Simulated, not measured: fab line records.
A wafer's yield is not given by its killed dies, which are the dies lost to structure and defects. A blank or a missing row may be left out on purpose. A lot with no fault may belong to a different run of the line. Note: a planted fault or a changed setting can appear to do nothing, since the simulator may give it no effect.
Which of the tools did it? ; flow nandHarc ; 7 lots with 21 wafers sampled at 2 steps, on a route of 1302 steps

WHAT THE GAUGES SHOWED, per wafer
NHARC_A_ONON_D1_THK_MEAS_05: measures by ellipsometry.
lot;measured;on;thkNm (nm)
L990;day 7 15:35;filmMetro-01;1003 1007 1003
L991;day 9 04:21;filmMetro-02;1006 1007 1006
L995;day 9 21:37;filmMetro-02;1008 1007 1006
L998;day 11 04:01;filmMetro-01;1012 1011 1011
L104;day 13 11:07;filmMetro-01;1682 1682 1683
L108;day 14 23:01;filmMetro-01;1001 1003 1002
L109;day 15 19:46;filmMetro-01;1009 1010 1010

TOOL THAT RAN EACH LOT (tool first, then ch and the chambers of the sampled wafers, then the start)
lot;NHARC_A_ONON_D1_DEP_03
L990;pecvdOnon-01 ch 0, day 7 15:08
L991;pecvdOnon-03 ch 0, day 9 03:58
L995;pecvdOnon-02 ch 0, day 9 21:07
L998;pecvdOnon-01 ch 0, day 11 03:30
L104;pecvdOnon-03 ch 0, day 13 10:43
L108;pecvdOnon-02 ch 0, day 14 22:40
L109;pecvdOnon-01 ch 0, day 15 19:18
- NHARC_A_ONON_D1_DEP_03: target thk 1000 nm.

THE ANSWER, worked out from the rows above alone
Rule: what is usual is taken from the lots themselves. Put in order of their means at a reading, lots are off if they are a third of the lots or fewer, leave a main group of 4 or more, and stand apart from it by a gap of 3 or more times the standard deviation of the main group's means; of several such gaps the widest counts. A main group whose means are all the same, to the digits that the tables above print for the reading, isn't used. A lot without any number at a reading at which 4 lots or more have one is off too. Where the step has rows for the other lots, those lots are counted as sound.
Off: L104 (NHARC_A_ONON_D1_THK_MEAS_05, thkNm). The main group has a mean of 1007 nm with a standard deviation of 3.1.
If a tool, at a process step before that reading, ran all the lots that are off and no sound lot after the first of them, it fits. Gauges at NHARC_A_ONON_D1_THK_MEAS_05: tried the same way as those tools. One fits: NHARC_A_ONON_D1_DEP_03 on pecvdOnon-03. A fault onset in the window from L991 (day 9 03:58, its last sound lot) to L104 (day 13 10:43, its first lot off) fits.

WHAT THE SIMULATOR HAD INSERTED
pecvdOnon-03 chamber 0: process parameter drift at NHARC_A_ONON_D1_DEP_03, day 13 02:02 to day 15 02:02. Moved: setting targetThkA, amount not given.
Lots struck among those shown: L104. The rule given above showed the same thing.
